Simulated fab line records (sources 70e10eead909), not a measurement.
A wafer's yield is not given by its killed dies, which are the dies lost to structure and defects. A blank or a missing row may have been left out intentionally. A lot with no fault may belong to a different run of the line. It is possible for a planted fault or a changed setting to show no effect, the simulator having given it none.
fab line records || flow nand_harc
record {"lots": 6, "wafers": 18, "last_day": 24}
route steps=1159 shown P_ZERO_WELL@31
lots untouched by any fault: they come from a run of this same line in which no faults occurred
start_h: hours from the record's first day to the start of the lot's first wafer shown || wait_h: hours from the lot's prior step to this one || " same as the row above || L1.1+2: a row that stands for several wafers || - no value, or no start was given || * or withheld: withheld || < > ~ a bound
route shown NAME@n: names a module that has steps shown in the file, with the first one's number in the route || usual: average and standard deviation across the fault-free wafers || same: alike in all rows || chamber/n: place in a boat || sites: per-site readings || _std_site: their standard deviation || _edge_site: the outer-site mean with the inner-site mean subtracted || radius_mm: for every site, how far away it sits from the centre of the wafer || mask NAME#n: copy n || behind: the tool/chamber that last shaped the wafer || hold: why the lot went on hold/how many hours it stayed there/how the hold came to an end || device: the n, p or np transistor that did not switch || end of line: the route-end tests of the same wafers || where a step has no rows: the recipe by itself || killed: dies lost to structure and defects at the first sort, not the wafer's yield || map: shows each die of a wafer: x if killed, . if not, _ if none is there
set.NAME: setting as actually run; set.NAME@STEP: the setting as run at that earlier step || model.NAME: the simulator's own value behind a step, which no gauge read
a table for each step, a row for each wafer; lots at some steps of the route
services: a tool's chamber out of use, with start hour (start_h, from the record's first day; less than 0 if before it), hours out, and reason
## steps
# step NHARC_P_ZERO_WELL_DESCUM_26
# recipe {"time_s": 3, "o2_flow_sccm": 200, "ar_flow_sccm": 0, "bias_power_w": 0, "chemistry": "O2"}
# usual {"drypump_motor_current_A": "5.7/0.39", "oes_product_au": "1.005/0.012", "rf_vpp_V": "57.7/0.91", "showerhead_plenum_p_Torr": "1.91/0.063", "throttle_valve_pct": "11.312/0.0096"}
{"lot.wafer": "L948.1", "tool": "rie_diel-02", "chamber": 3, "start_h": 56.70, "wait_h": "-", "drypump_motor_current_A": 5.6, "oes_product_au": 1.032, "rf_hours_counter_h": 6.0, "rf_vpp_V": 57.9, "showerhead_plenum_p_Torr": 1.94, "throttle_valve_pct": 11.302}
{"lot.wafer": "L948.4", "tool": "rie_diel-02", "chamber": 1, "start_h": 56.70, "wait_h": "-", "drypump_motor_current_A": 6.0, "oes_product_au": 0.995, "rf_hours_counter_h": 6.0, "rf_vpp_V": 58.8, "showerhead_plenum_p_Torr": 1.93, "throttle_valve_pct": 11.313}
{"lot.wafer": "L948.6", "tool": "rie_diel-02", "chamber": 2, "start_h": 56.70, "wait_h": "-", "drypump_motor_current_A": 4.9, "oes_product_au": 1.007, "rf_hours_counter_h": "-", "rf_vpp_V": 57.8, "showerhead_plenum_p_Torr": 2.01, "throttle_valve_pct": 11.309}
{"lot.wafer": "L949.1", "tool": "rie_diel-02", "chamber": 0, "start_h": 62.68, "wait_h": "-", "drypump_motor_current_A": 6.2, "oes_product_au": 0.994, "rf_hours_counter_h": 4.0, "rf_vpp_V": 58.7, "showerhead_plenum_p_Torr": 1.93, "throttle_valve_pct": 11.321}
{"lot.wafer": "L949.4", "tool": "rie_diel-02", "chamber": 2, "start_h": 62.68, "wait_h": "-", "drypump_motor_current_A": 4.9, "oes_product_au": 1.006, "rf_hours_counter_h": 6.8, "rf_vpp_V": 58.8, "showerhead_plenum_p_Torr": 2.01, "throttle_valve_pct": 11.321}
{"lot.wafer": "L949.6", "tool": "rie_diel-02", "chamber": 1, "start_h": 62.68, "wait_h": "-", "drypump_motor_current_A": 6.0, "oes_product_au": 0.997, "rf_hours_counter_h": "-", "rf_vpp_V": 57.9, "showerhead_plenum_p_Torr": 1.93, "throttle_valve_pct": 11.305}
{"lot.wafer": "L950.4", "tool": "rie_diel-02", "chamber": 3, "start_h": 68.73, "wait_h": "-", "drypump_motor_current_A": 5.6, "oes_product_au": 1.022, "rf_hours_counter_h": 6.3, "rf_vpp_V": 58.2, "showerhead_plenum_p_Torr": 1.94, "throttle_valve_pct": 11.318}
{"lot.wafer": "L950.5", "tool": "rie_diel-02", "chamber": 0, "start_h": 68.73, "wait_h": "-", "drypump_motor_current_A": 6.3, "oes_product_au": 1.019, "rf_hours_counter_h": "-", "rf_vpp_V": 57.8, "showerhead_plenum_p_Torr": 1.93, "throttle_valve_pct": 11.297}
{"lot.wafer": "L950.6", "tool": "rie_diel-02", "chamber": 1, "start_h": 68.73, "wait_h": "-", "drypump_motor_current_A": 6.0, "oes_product_au": 0.992, "rf_hours_counter_h": "-", "rf_vpp_V": 58.6, "showerhead_plenum_p_Torr": 1.93, "throttle_valve_pct": 11.309}
{"lot.wafer": "L957.1", "tool": "rie_diel-02", "chamber": 2, "start_h": 110.86, "wait_h": "-", "drypump_motor_current_A": 4.9, "oes_product_au": 1.004, "rf_hours_counter_h": 9.4, "rf_vpp_V": 58.6, "showerhead_plenum_p_Torr": 2.01, "throttle_valve_pct": 11.314}
{"lot.wafer": "L957.5", "tool": "rie_diel-02", "chamber": 0, "start_h": 110.86, "wait_h": "-", "drypump_motor_current_A": 6.3, "oes_product_au": 1.011, "rf_hours_counter_h": "-", "rf_vpp_V": 56.7, "showerhead_plenum_p_Torr": 1.93, "throttle_valve_pct": 11.318}
{"lot.wafer": "L957.6", "tool": "rie_diel-02", "chamber": 1, "start_h": 110.86, "wait_h": "-", "drypump_motor_current_A": 6.0, "oes_product_au": 0.996, "rf_hours_counter_h": "-", "rf_vpp_V": 58.4, "showerhead_plenum_p_Torr": 1.93, "throttle_valve_pct": 11.314}
{"lot.wafer": "L961.1", "tool": "rie_diel-01", "chamber": 0, "start_h": 134.77, "wait_h": "-", "drypump_motor_current_A": 5.7, "oes_product_au": 0.988, "rf_hours_counter_h": 10.5, "rf_vpp_V": 57.6, "showerhead_plenum_p_Torr": 1.89, "throttle_valve_pct": 11.300}
{"lot.wafer": "L961.5", "tool": "rie_diel-01", "chamber": 0, "start_h": 134.77, "wait_h": "-", "drypump_motor_current_A": 5.7, "oes_product_au": 0.992, "rf_hours_counter_h": "-", "rf_vpp_V": 58.7, "showerhead_plenum_p_Torr": 1.89, "throttle_valve_pct": 11.313}
{"lot.wafer": "L961.6", "tool": "rie_diel-01", "chamber": 1, "start_h": 134.77, "wait_h": "-", "drypump_motor_current_A": 5.3, "oes_product_au": 0.999, "rf_hours_counter_h": "-", "rf_vpp_V": 57.4, "showerhead_plenum_p_Torr": 1.95, "throttle_valve_pct": 11.301}
{"lot.wafer": "L962.1", "tool": "rie_diel-02", "chamber": 0, "start_h": 140.69, "wait_h": "-", "drypump_motor_current_A": 6.2, "oes_product_au": 1.006, "rf_hours_counter_h": 10.0, "rf_vpp_V": 58.7, "showerhead_plenum_p_Torr": 1.93, "throttle_valve_pct": 11.324}
{"lot.wafer": "L962.3", "tool": "rie_diel-02", "chamber": 3, "start_h": 140.69, "wait_h": "-", "drypump_motor_current_A": 5.6, "oes_product_au": 1.011, "rf_hours_counter_h": 11.7, "rf_vpp_V": 57.0, "showerhead_plenum_p_Torr": 1.94, "throttle_valve_pct": 11.320}
{"lot.wafer": "L962.6", "tool": "rie_diel-02", "chamber": 0, "start_h": 140.69, "wait_h": "-", "drypump_motor_current_A": 6.3, "oes_product_au": 1.008, "rf_hours_counter_h": "-", "rf_vpp_V": 58.3, "showerhead_plenum_p_Torr": 1.93, "throttle_valve_pct": 11.312}
# step NHARC_P_ZERO_WELL_IMPLANT_27
# recipe {"energy_kev": 600, "dose_cm2": 1e+13, "tilt_deg": 7}
# step NHARC_P_ZERO_WELL_IMPLANT_57
# recipe {"energy_kev": 250, "dose_cm2": 4e+12, "tilt_deg": 7}
# step NHARC_P_ZERO_WELL_IMPLANT_58
# recipe {"energy_kev": 100, "dose_cm2": 2e+12, "tilt_deg": 7}
# step NHARC_P_ZERO_WELL_STRIP_28
# recipe {"time_s": 840, "temp_c": 130, "chemistry": "SPM"}
# step NHARC_P_ZERO_WELL_DEHYDRATE_29
# recipe {"temp_c": 150, "time_s": 120}
# step NHARC_P_ZERO_WELL_HMDS_30
# recipe {"time_s": 30}
# step NHARC_P_ZERO_WELL_COAT_31
# recipe {"spin_rpm": "withheld"}
# step NHARC_P_ZERO_WELL_SOFTBAKE_32
# recipe {"temp_c": 122, "time_s": 95}
# step NHARC_P_ZERO_WELL_EBR_33
# step NHARC_P_ZERO_WELL_EXPOSE_34
# recipe {"na": 0.6, "target_cd_nm": 720, "dose_mj": 22.31, "mask_id": "P_PWELL"}
# step NHARC_P_ZERO_WELL_PEB_35
# recipe {"peb_temp_c": 118, "peb_time_s": 85}
# step NHARC_P_ZERO_WELL_DEVELOP_36
# recipe {"time_s": 70}
# usual {"chill_plate_temp_C": "22.99/0.11", "exhaust_pa": "45.2/0.76"}
{"lot.wafer": "L948.1", "tool": "litho_track-02", "chamber": "-", "start_h": 58, "wait_h": "-", "chill_plate_temp_C": "-", "exhaust_pa": "-"}
{"lot.wafer": "L948.4", "tool": "litho_track-02", "chamber": "-", "start_h": 58, "wait_h": "-", "chill_plate_temp_C": "-", "exhaust_pa": "-"}
{"lot.wafer": "L948.6", "tool": "litho_track-02", "chamber": "-", "start_h": 58, "wait_h": "-", "chill_plate_temp_C": "-", "exhaust_pa": "-"}
{"lot.wafer": "L949.1", "tool": "litho_track-03", "chamber": "-", "start_h": 64, "wait_h": "-", "chill_plate_temp_C": "-", "exhaust_pa": "-"}
{"lot.wafer": "L949.4", "tool": "litho_track-03", "chamber": "-", "start_h": 64, "wait_h": "-", "chill_plate_temp_C": "-", "exhaust_pa": "-"}
{"lot.wafer": "L949.6", "tool": "litho_track-03", "chamber": "-", "start_h": 64, "wait_h": "-", "chill_plate_temp_C": "-", "exhaust_pa": "-"}
{"lot.wafer": "L950.4", "tool": "litho_track-07", "chamber": 0, "start_h": 70, "wait_h": "-", "chill_plate_temp_C": 23.06, "exhaust_pa": 45.0}
{"lot.wafer": "L950.5", "tool": "litho_track-07", "chamber": 0, "start_h": 70, "wait_h": "-", "chill_plate_temp_C": 23.09, "exhaust_pa": 44.9}
{"lot.wafer": "L950.6", "tool": "litho_track-07", "chamber": 0, "start_h": 70, "wait_h": "-", "chill_plate_temp_C": 23.14, "exhaust_pa": 44.4}
{"lot.wafer": "L957.1", "tool": "litho_track-02", "chamber": 0, "start_h": 112, "wait_h": "-", "chill_plate_temp_C": 23.04, "exhaust_pa": 45.4}
{"lot.wafer": "L957.5", "tool": "litho_track-02", "chamber": 0, "start_h": 112, "wait_h": "-", "chill_plate_temp_C": 22.96, "exhaust_pa": 44.1}
{"lot.wafer": "L957.6", "tool": "litho_track-02", "chamber": 0, "start_h": 112, "wait_h": "-", "chill_plate_temp_C": 22.89, "exhaust_pa": 45.0}
{"lot.wafer": "L961.1", "tool": "litho_track-07", "chamber": 0, "start_h": 136, "wait_h": "-", "chill_plate_temp_C": 22.89, "exhaust_pa": 44.9}
{"lot.wafer": "L961.5", "tool": "litho_track-07", "chamber": 0, "start_h": 136, "wait_h": "-", "chill_plate_temp_C": 22.90, "exhaust_pa": 44.6}
{"lot.wafer": "L961.6", "tool": "litho_track-07", "chamber": 0, "start_h": 136, "wait_h": "-", "chill_plate_temp_C": 22.86, "exhaust_pa": 44.8}
{"lot.wafer": "L962.1", "tool": "litho_track-07", "chamber": 0, "start_h": 142, "wait_h": "-", "chill_plate_temp_C": 23.09, "exhaust_pa": 47.7}
{"lot.wafer": "L962.3", "tool": "litho_track-07", "chamber": 0, "start_h": 142, "wait_h": "-", "chill_plate_temp_C": 23.05, "exhaust_pa": 45.8}
{"lot.wafer": "L962.6", "tool": "litho_track-07", "chamber": 0, "start_h": 142, "wait_h": "-", "chill_plate_temp_C": 23.10, "exhaust_pa": 45.5}
## services
{"tool": "litho_track-03", "chamber": "-", "start_h": 38.00, "hours": 7.0, "kind": "pm"}
{"tool": "rie_diel-01", "chamber": 0, "start_h": 43.30, "hours": "-", "kind": "clean"}
{"tool": "rie_diel-01", "chamber": 1, "start_h": 43.30, "hours": "-", "kind": "clean"}
{"tool": "rie_diel-02", "chamber": 0, "start_h": 56.29, "hours": "-", "kind": "clean"}
{"tool": "rie_diel-02", "chamber": 1, "start_h": 56.29, "hours": "-", "kind": "clean"}
{"tool": "rie_diel-02", "chamber": 2, "start_h": 56.29, "hours": "-", "kind": "clean"}
{"tool": "rie_diel-02", "chamber": 3, "start_h": 56.29, "hours": "-", "kind": "clean"}
{"tool": "rie_diel-02", "chamber": "-", "start_h": 63.44, "hours": 2.2, "kind": "repair"}
{"tool": "rie_diel-02", "chamber": 0, "start_h": 80.79, "hours": "-", "kind": "clean"}
{"tool": "rie_diel-02", "chamber": 1, "start_h": 80.79, "hours": "-", "kind": "clean"}
{"tool": "rie_diel-02", "chamber": 2, "start_h": 80.79, "hours": "-", "kind": "clean"}
{"tool": "rie_diel-02", "chamber": 3, "start_h": 80.79, "hours": "-", "kind": "clean"}
{"tool": "rie_diel-02", "chamber": 0, "start_h": 105.29, "hours": "-", "kind": "clean"}
{"tool": "rie_diel-02", "chamber": 1, "start_h": 105.29, "hours": "-", "kind": "clean"}
{"tool": "rie_diel-02", "chamber": 2, "start_h": 105.29, "hours": "-", "kind": "clean"}
{"tool": "rie_diel-02", "chamber": 3, "start_h": 105.29, "hours": "-", "kind": "clean"}
{"tool": "rie_diel-01", "chamber": 1, "start_h": 107.02, "hours": 6.3, "kind": "repair"}
{"tool": "rie_diel-01", "chamber": 1, "start_h": 115.92, "hours": 8.4, "kind": "repair"}
{"tool": "rie_diel-02", "chamber": 0, "start_h": 129.79, "hours": "-", "kind": "clean"}
{"tool": "rie_diel-02", "chamber": 1, "start_h": 129.79, "hours": "-", "kind": "clean"}
{"tool": "rie_diel-02", "chamber": 2, "start_h": 129.79, "hours": "-", "kind": "clean"}
{"tool": "rie_diel-02", "chamber": 3, "start_h": 129.79, "hours": "-", "kind": "clean"}
{"tool": "litho_track-02", "chamber": "-", "start_h": 130.40, "hours": "-", "kind": "consumable_replace:filter"}
{"tool": "rie_diel-01", "chamber": "-", "start_h": 138.11, "hours": 9.0, "kind": "pm"}
## key
first_sign {"step": "NHARC_P_ZERO_WELL_DEVELOP_36", "reading": "tool_record", "direction": "missing"}
effect none on later readings
met_at NHARC_P_ZERO_WELL_DEVELOP_36
struck_wafers L948.1,L948.4,L948.6,L949.1,L949.4,L949.6
later_rows_left_out L948.1,L948.4,L948.6,L949.1,L949.4,L949.6
sort_left_out L948.1,L948.4,L948.6,L949.1,L949.4,L949.6
tester_left_out L948,L949
fault {"kind": "skipped_step_whole", "tool": "litho_track-02,litho_track-03", "chamber": "-", "onset_h": 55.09, "steps": "NHARC_P_ZERO_WELL_DEVELOP_36", "scope": "struck_lots_only"}
# tester_left_out: of these lots the tester's yield and bins aren't shown, on N5 and GAA mostly nor the transistor test; their killed dies are dies lost to structure and defects alone, not to doping, threshold or leakage, so they don't give the yield
# sort_left_out: the simulated sort isn't trusted on such a fault, so these wafers' sort isn't shown, and their yield isn't known
# later_rows_left_out: the simulator's readings of these wafers behind a module that went badly wrong aren't trusted and aren't shown, but for the sort
